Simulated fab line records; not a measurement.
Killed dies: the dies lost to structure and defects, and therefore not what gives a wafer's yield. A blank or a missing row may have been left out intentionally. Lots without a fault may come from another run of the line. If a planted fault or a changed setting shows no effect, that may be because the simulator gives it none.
fab line records + flow n5Finfet
[record]
- lots = 5
- wafers = 15
- lastDay = 17
route steps=1938 shown MIM_TOP_LITHO@1839 MIM_TOP_ETCH@1851 PASSIVATION@1936
lots that met no fault: from a run of the same line without faults
startH: the number of hours between the record's first day and the start of the first shown wafer of the lot + waitH: hours from the lot's prior step to this one + " as in the row above + L1.1+2: a row that stands for several wafers + - no value, or no start given + * or withheld: withheld + < > ~ a bound
route shown NAME@n: a module of which the file shows steps, and the number in the route of the first + usual: mean/standard deviation of fault-free wafers + same: alike in all rows + chamber/n: place in a boat + sites: readings site by site + _std_site: the standard deviation of these + _edge_site: inner sites' mean taken away from outer sites' mean + radiusMm: how far each site lies from the wafer's centre + mask NAME#n: copy n + behind: the last tool/chamber to shape the wafer + hold: what put the lot on hold/how long, in hours/how the hold closed + device: names the non-switching transistor (n, p or np) + end of line: tests run on the same wafers once the route is complete + step lacking rows: just its recipe + killed: count of dies lost to structure and defects at first sort (not the wafer's yield) + map: dies across one wafer; x = killed, . = not, _ = none there
set.NAME: the setting the step ran with; set.NAME@STEP: the setting that earlier step ran with + model.NAME: the simulator's own value behind a step, which no gauge read
lots at selected steps of the route; one table per step, one row per wafer
services: a tool's chamber out of use, with start hour (startH, from the record's first day; less than 0 if before it), hours out, and reason
[[steps]]
[step N5_MIM_TOP_LITHO_HMDS_01]
[recipe]
- timeS = 60
- tempC = 120
[step N5_MIM_TOP_LITHO_COAT_02]
[recipe]
- spinRpm = *
- resistThkNm = *
[step N5_MIM_TOP_LITHO_EBR_04]
[recipe]
- solvent = PGMEA
- ebrWidthMm = 1.5
[step N5_MIM_TOP_LITHO_SOFTBAKE_03]
[recipe]
- tempC = 100
- timeS = 90
[step N5_MIM_TOP_LITHO_EXPOSE_05]
[recipe]
- maskId = MIM_TOP
- na = 0.55
- sourceShape = conventional
- sigmaOuter = 0.8
- polarization = unpolarized
- targetCdNm = 2000
- doseMj = 20.5
[step N5_MIM_TOP_LITHO_PEB_06]
[recipe]
- pebTempC = withheld
- pebTimeS = *
[step N5_MIM_TOP_LITHO_DEVELOP_07]
[recipe]
- developTimeS = 60
- rinseLiquid = diw
- dry = airSpin
- devTempC = 21
[step N5_MIM_TOP_LITHO_HARDBAKE_09]
[recipe]
- tempC = 130
- timeS = 120
[step N5_MIM_TOP_LITHO_CD_MEAS_08]
[recipe]
- targetCdNm = 2000
- landingEnergyEv = 500
- detector = seInlens
[usual]
- cdNm = 2000.5/2.1
[same]
- landingEnergyEv = 500
| lot.wafer | tool     | chamber | startH | waitH | cdNm   |
|-----------|----------|---------|--------|-------|--------|
| L133.1    | cdSem-02 | 0       | 316.31 | -     | 2000.1 |
| L133.2    | "        | 0       | "      | "     | 2000.9 |
| L133.6    | "        | 0       | "      | "     | 2004.6 |
| L137.2    | cdSem-03 | 0       | 345.41 | -     | 2003.9 |
| L137.5    | "        | 0       | "      | "     | 2003.1 |
| L137.6    | "        | 0       | "      | "     | 2001.4 |
| L142.1    | cdSem-02 | 0       | 368.60 | -     | 2004.3 |
| L142.3    | "        | 0       | "      | "     | 2000.6 |
| L142.6    | "        | 0       | "      | "     | 1999.5 |
| L146.3    | cdSem-03 | 0       | 400.11 | -     | 1998.4 |
| L146.4    | "        | 0       | "      | "     | 2006.1 |
| L146.6    | "        | 0       | "      | "     | 2004.8 |
| L147.1    | cdSem-02 | 0       | 400.15 | -     | 2001.5 |
| L147.5    | "        | 0       | "      | "     | 1999.4 |
| L147.6    | "        | 0       | "      | "     | 2004.4 |
[step N5_MIM_TOP_LITHO_OVL_MEAS_11]
[recipe]
- pointsPerWafer = 44
[usual]
- MIM_TOP_OVL = -4/5.4
| lot.wafer | tool       | chamber | startH | waitH | MIM_TOP_OVL[nm] |
|-----------|------------|---------|--------|-------|-----------------|
| L133.1    | overlay-02 | 0       | 316.34 | 0.0   | -3              |
| L133.2    | "          | 0       | "      | "     | -6              |
| L133.6    | "          | 0       | "      | "     | -6              |
| L137.2    | overlay-01 | 0       | 345.44 | 0.0   | 3               |
| L137.5    | "          | 0       | "      | "     | -5              |
| L137.6    | "          | 0       | "      | "     | -4              |
| L142.1    | overlay-01 | 0       | 368.63 | 0.0   | 0               |
| L142.3    | "          | 0       | "      | "     | -10             |
| L142.6    | "          | 0       | "      | "     | -9              |
| L146.3    | overlay-01 | 0       | 400.14 | 0.0   | -1              |
| L146.4    | "          | 0       | "      | "     | 12              |
| L146.6    | "          | 0       | "      | "     | 10              |
| L147.1    | overlay-01 | 0       | 400.18 | 0.0   | -3              |
| L147.5    | "          | 0       | "      | "     | -6              |
| L147.6    | "          | 0       | "      | "     | 9               |
[step N5_MIM_TOP_LITHO_INSPECT_12]
[recipe]
- mode = adi
- inspectInstrument = macro
[usual]
- rawDefectCount = 1.9/1.4
| lot.wafer | tool             | chamber | startH | waitH | rawDefectCount |
|-----------|------------------|---------|--------|-------|----------------|
| L133.1    | defectInspect-02 | -       | 316.36 | 0.0   | 2              |
| L133.2    | "                | -       | "      | "     | 3              |
| L133.6    | "                | -       | "      | "     | 0              |
| L137.2    | defectInspect-01 | -       | 345.46 | 0.0   | 4              |
| L137.5    | "                | -       | "      | "     | 1              |
| L137.6    | "                | -       | "      | "     | 2              |
| L142.1    | defectInspect-02 | -       | 368.65 | 0.0   | 3              |
| L142.3    | "                | -       | "      | "     | 3              |
| L142.6    | "                | -       | "      | "     | 3              |
| L146.3    | defectInspect-02 | -       | 400.17 | 0.0   | 2              |
| L146.4    | "                | -       | "      | "     | 2              |
| L146.6    | "                | -       | "      | "     | 2              |
| L147.1    | defectInspect-01 | -       | 400.20 | 0.0   | 0              |
| L147.5    | "                | -       | "      | "     | 4              |
| L147.6    | "                | -       | "      | "     | 0              |
[step N5_MIM_TOP_LITHO_DESCUM_10]
[recipe]
- chemistry = O2
- timeS = 7.9
- sourcePowerW = 50
- biasPowerW = 20
- pressureMtorr = 20
- rfFrequencyHz = 2.712e+07
- tempC = 40
- o2FlowSccm = 225
[usual]
- drypumpMotorCurrentA = 5.6/0.55
- oesProductAu = 0.79/0.068
- rfVppV = 242.8/1.6
- showerheadPlenumPTorr = 2.07/0.085
- throttleValvePct = 20.47/0.2
| lot.wafer | tool       | chamber | startH | waitH | drypumpMotorCurrentA | oesProductAu | rfHoursCounterH | rfVppV | showerheadPlenumPTorr | throttleValvePct |
|-----------|------------|---------|--------|-------|----------------------|--------------|-----------------|--------|-----------------------|------------------|
| L133.1    | rieDiel-03 | 2       | 316.42 | 0.0   | 4.8                  | 0.86         | 61              | 242.9  | 2.05                  | 20.30            |
| L133.2    | "          | 0       | "      | "     | 5.3                  | 0.79         | 135             | 240.0  | 2.03                  | 20.67            |
| L133.6    | "          | 1       | "      | "     | 6.3                  | 0.94         | -               | 244.8  | 2.14                  | 20.47            |
| L137.2    | rieDiel-04 | 0       | 345.64 | 0.2   | 6.5                  | 0.73         | 149             | 244.9  | 2.17                  | 20.29            |
| L137.5    | "          | 0       | "      | "     | 6.5                  | 0.73         | -               | 245.6  | 2.17                  | 20.30            |
| L137.6    | "          | 1       | "      | "     | 6.1                  | 0.79         | -               | 245.1  | 2.20                  | 20.29            |
| L142.1    | rieDiel-05 | 3       | 368.69 | 0.0   | 4.7                  | 0.74         | 140             | 241.8  | 2.03                  | 20.69            |
| L142.3    | "          | 1       | "      | "     | 5.9                  | 0.77         | 153             | 243.9  | 1.99                  | 20.59            |
| L142.6    | "          | 3       | "      | "     | 4.7                  | 0.74         | -               | 243.9  | 2.03                  | 20.72            |
| L146.3    | rieDiel-05 | 2       | 400.20 | 0.0   | 6.0                  | 0.72         | 179             | 242.5  | 2.08                  | 20.78            |
| L146.4    | "          | 1       | "      | "     | 5.8                  | 0.76         | 163             | 241.3  | 1.99                  | 20.61            |
| L146.6    | "          | 3       | "      | "     | 4.7                  | 0.73         | -               | 241.4  | 2.03                  | 20.73            |
| L147.1    | rieDiel-04 | 2       | 400.24 | 0.0   | 5.7                  | 0.85         | 66              | 242.9  | 2.05                  | 20.14            |
| L147.5    | "          | 3       | "      | "     | 5.9                  | 0.81         | -               | 244.5  | 2.20                  | 20.58            |
| L147.6    | "          | 2       | "      | "     | 5.8                  | 0.86         | -               | 242.0  | 2.05                  | 20.13            |
[step N5_MIM_TOP_ETCH_ETCH_00]
[recipe]
- chemistry = Cl2/BCl3
- target = TiN
- targetDepthA = 385
- ionEnergyEv = 150
- pressureMtorr = 10
- icpW = 1000
- biasW = 126
- Cl2_flow_sccm = 53.25
- bcl3FlowSccm = 21.75
- Ar_flow_sccm = 25
[usual]
- biasW = 126.0/0.33
- drypumpMotorCurrentA = 5.9/0.58
- oesProductAu = 0.81/0.1
- throttleValvePct = 22.65/0.26
| lot.wafer | tool        | chamber | startH | waitH | biasW | drypumpMotorCurrentA | oesProductAu | rfHoursCounterH | throttleValvePct | model.etch.depthNm | model.MIM_TOP_ETCH.featureDepthNm |
|-----------|-------------|---------|--------|-------|-------|----------------------|--------------|-----------------|------------------|--------------------|-----------------------------------|
| L133.1    | rieMetal-02 | 0       | 316.50 | 0.1   | 126.7 | 5.1                  | 0.65         | 104             | 22.77            | 39.46              | 39.4                              |
| L133.2    | "           | 1       | "      | "     | 126.3 | 6.6                  | 0.79         | 32              | 22.63            | 38.81              | 38.8                              |
| L133.6    | "           | 0       | "      | "     | 126.0 | 5.1                  | 0.65         | -               | 22.79            | 39.22              | 39.2                              |
| L137.2    | rieMetal-03 | 0       | 345.73 | 0.1   | 125.9 | 6.1                  | 0.65         | 93              | 22.55            | 38.36              | 38.4                              |
| L137.5    | "           | 0       | "      | "     | 126.0 | 6.2                  | 0.65         | -               | 22.56            | 38.41              | 38.4                              |
| L137.6    | "           | 1       | "      | "     | 126.4 | 6.1                  | 0.76         | -               | 22.73            | 39.96              | 40                                |
| L142.1    | rieMetal-02 | 1       | 368.77 | 0.1   | 125.7 | 6.6                  | 0.78         | 38              | 22.60            | 38.95              | 39                                |
| L142.3    | "           | 1       | "      | "     | 126.2 | 6.6                  | 0.77         | -               | 22.61            | 38.9               | 39                                |
| L142.6    | "           | 0       | "      | "     | 126.2 | 5.1                  | 1.00         | -               | 22.78            | 39.22              | 39.2                              |
| L147.1    | rieMetal-02 | 0       | 400.32 | 0.1   | 125.9 | 5.1                  | 0.96         | 3               | 22.77            | 39.41              | 39.4                              |
| L147.5    | "           | 0       | "      | "     | 126.0 | 5.1                  | 0.96         | -               | 22.77            | 39.67              | 39.6                              |
| L147.6    | "           | 1       | "      | "     | 125.5 | 6.6                  | 0.76         | -               | 22.62            | 38.36              | 38.4                              |
| L146.3    | rieMetal-03 | 1       | 400.33 | 0.1   | 126.3 | 6.1                  | 0.74         | -               | 22.75            | 39.88              | 39.8                              |
| L146.4    | "           | 0       | "      | "     | 147.3 | 6.2                  | 0.67         | -               | 22.56            | 40.47              | 40.4                              |
| L146.6    | "           | 0       | "      | "     | 146.2 | 6.2                  | 0.66         | -               | 22.55            | 40.58              | 40.6                              |
[step N5_MIM_TOP_ETCH_STRIP_01]
[recipe]
- chemistry = O2
- powerW = 600
- tempC = 60
- pressureMtorr = 30
- rfFrequencyHz = 6e+07
- biasPowerW = 0
- overashFraction = 0.5
- o2FlowSccm = 225
[usual]
- drypumpMotorCurrentA = 5.8/0.4
- oesProductAu = 0.77/0.087
- rfVppV = 3.7/1.4
- showerheadPlenumPTorr = 2.07/0.049
- throttleValvePct = 16.74/0.26
| lot.wafer | tool       | chamber | startH | waitH | drypumpMotorCurrentA | oesProductAu | rfHoursCounterH | rfVppV | showerheadPlenumPTorr | throttleValvePct |
|-----------|------------|---------|--------|-------|----------------------|--------------|-----------------|--------|-----------------------|------------------|
| L133.1    | rieDiel-02 | 1       | 316.64 | 0.1   | 5.8                  | 0.91         | 31              | 4.2    | 2.03                  | 16.80            |
| L133.2    | "          | 0       | "      | "     | 5.0                  | 0.82         | 88              | 2.7    | 2.02                  | 16.62            |
| L133.6    | "          | 0       | "      | "     | 5.0                  | 0.81         | -               | 2.4    | 2.02                  | 16.61            |
| L137.2    | rieDiel-06 | 2       | 345.90 | 0.1   | 6.2                  | 0.69         | 235             | 4.2    | 2.08                  | 17.20            |
| L137.5    | "          | 2       | "      | "     | 6.2                  | 0.68         | -               | 4.4    | 2.08                  | 17.11            |
| L137.6    | "          | 3       | "      | "     | 5.2                  | 0.69         | -               | 2.8    | 2.14                  | 17.00            |
| L142.1    | rieDiel-06 | 3       | 369.15 | 0.3   | 5.2                  | 0.98         | 1               | 3.5    | 2.14                  | 16.55            |
| L142.3    | "          | 2       | "      | "     | 6.2                  | 0.68         | 244             | 3.0    | 2.07                  | 17.19            |
| L142.6    | "          | 2       | "      | "     | 6.2                  | 0.69         | -               | 2.7    | 2.07                  | 17.16            |
| L146.3    | rieDiel-01 | 1       | 400.49 | 0.1   | 5.4                  | 0.69         | 238             | 4.9    | 1.96                  | 16.53            |
| L146.4    | "          | 2       | "      | "     | 5.8                  | 0.73         | 230             | 3.3    | 2.09                  | 16.96            |
| L146.6    | "          | 1       | "      | "     | 5.4                  | 0.69         | -               | 6.8    | 1.96                  | 16.60            |
| L147.1    | rieDiel-06 | 1       | 400.51 | 0.2   | 5.5                  | 0.68         | 227             | 2.4    | 2.08                  | 16.44            |
| L147.5    | "          | 0       | "      | "     | 5.6                  | 0.86         | -               | 3.2    | 2.06                  | 16.86            |
| L147.6    | "          | 1       | "      | "     | 5.5                  | 0.69         | -               | 1.4    | 2.08                  | 16.43            |
[step N5_PASSIVATION_PROBE_49]
[usual]
- defectLimitedYield = 91.2/1.5
- killed_at_M0_to_M3 = 34/11
- killed_at_M4_up = 14/5.4
- killedAtContacts = 12/5.9
- killedAtFrontEnd = 40/12
- killedAtOther = 4/3.3
- killedDies = 103/18
- killedOpen = 68/13
- killedShort = 34/7.5
- sort_bin_5_function = 5.1/1
- sort_bin_6_memory = 3.3/0.7
- sortNPass = 1076/18
- sortYieldPct = 91.2/1.5
[same]
- grossDies = 1180
- killedAtBackSide = 0
- sort_bin_4_leakage[%] = 0
- sort_bin_8_speed[%] = 0
| lot.wafer | tool      | chamber | startH | waitH | defectLimitedYield[%] | killed_at_M0_to_M3 | killed_at_M4_up | killedAtContacts | killedAtFrontEnd | killedAtOther | killedDies | killedOpen | killedShort | sort_bin_5_function[%] | sort_bin_6_memory[%] | sortNPass | sortYieldPct[%] |
|-----------|-----------|---------|--------|-------|-----------------------|--------------------|-----------------|------------------|------------------|---------------|------------|------------|-------------|------------------------|----------------------|-----------|-----------------|
| L133.1    | prober-02 | -       | 328.27 | 0.0   | 89.9                  | 38                 | 15              | 24               | 34               | 8             | 119        | 83         | 35          | 6.4                    | 3.2                  | 1061      | 89.9            |
| L133.2    | prober-02 | -       | 328.32 | 0.1   | 92.5                  | 22                 | 10              | 17               | 36               | 4             | 89         | 58         | 30          | 4.2                    | 3.1                  | 1091      | 92.5            |
| L133.6    | prober-02 | -       | 328.52 | 0.3   | 92.3                  | 28                 | 16              | 22               | 22               | 3             | 91         | 58         | 33          | 4.3                    | 3.1                  | 1089      | 92.3            |
// killed by level:class
L133.1 MOL_CONTACT_COAG:geometricParticle:open=22 BEOL_M0_SAQP:geometricParticle:open=7 BEOL_M0_SAQP:geometricParticle:short=7 STI_FIN_REVEAL:geometricParticle:open=6 DUMMY_GATE:geometricParticle:open=6 FIN_SAQP:geometricParticle:open=5 BEOL_M1:geometricParticle:open=5 BEOL_M3:geometricParticle:open=5
L133.2 MOL_CONTACT_COAG:geometricParticle:open=13 FIN_SAQP:geometricParticle:open=11 BEOL_M0_SAQP:geometricParticle:short=6 FIN_SAQP:geometricParticle:short=5 STI_FIN_REVEAL:geometricParticle:open=5 BEOL_M4:geometricParticle:open=5 MOL_CONTACT_COAG:geometricParticle:short=4 DUMMY_GATE:geometricParticle:short=3
L133.6 MOL_CONTACT_COAG:geometricParticle:open=13 MOL_CONTACT_COAG:geometricParticle:short=9 BEOL_M3:geometricParticle:open=9 BEOL_M1:geometricParticle:short=7 DUMMY_GATE:geometricParticle:open=6 BEOL_M4:geometricParticle:open=5 BEOL_M0_SAQP:geometricParticle:open=4 BEOL_M2:geometricParticle:open=4
[[services]]
| tool        | chamber | startH | hours | kind                        |
|-------------|---------|--------|-------|-----------------------------|
| rieDiel-04  | -       | 306.33 | 0.4   | repair                      |
| rieDiel-02  | 3       | 315.13 | 4.7   | repair                      |
| rieDiel-02  | 0       | 339.01 | 2.1   | repair                      |
| rieDiel-01  | 1       | 348.30 | 14.7  | repair                      |
| rieMetal-02 | 0       | 351.64 | -     | clean                       |
| rieMetal-02 | 0       | 351.64 | 13.3  | scheduledDown               |
| rieMetal-02 | 0       | 351.64 | 13.3  | ventCycle                   |
| rieDiel-06  | 3       | 351.85 | -     | clean                       |
| rieDiel-06  | 3       | 351.85 | -     | consumableReplace:focusRing |
| rieDiel-06  | 3       | 351.85 | 14.5  | scheduledDown               |
| rieDiel-06  | 3       | 351.85 | 14.5  | ventCycle                   |
| rieDiel-02  | 0       | 361.56 | 5.1   | repair                      |
| rieDiel-01  | -       | 368.32 | 1.0   | repair                      |
| rieDiel-03  | 3       | 374.28 | 19.2  | repair                      |
| rieDiel-06  | 2       | 391.22 | -     | clean                       |
| rieDiel-06  | 2       | 391.22 | -     | consumableReplace:focusRing |
[[key]]
[firstSign]
- step = N5_MIM_TOP_ETCH_ETCH_00
- reading = biasW
- direction = up
- sigmas = 62
- usual = *
- struck = *
effect none on later readings
[modelEffect]
- step = N5_MIM_TOP_ETCH_ETCH_00
- value = etch.depthNm
- without = 38.26
- struck = 40.53
metAt N5_MIM_TOP_ETCH_ETCH_00
struckWafers L146.4,L146.6
onsetBetween 345.73 400.33
[fault]
- kind = processParameterDrift
- tool = rieMetal-03
- chamber = 0
- onsetH = 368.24
- steps = N5_MIM_TOP_ETCH_ETCH_00
- channel = biasW
- offset = *
- shape = step
- endH = 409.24
- actsIn = *
- stated = *
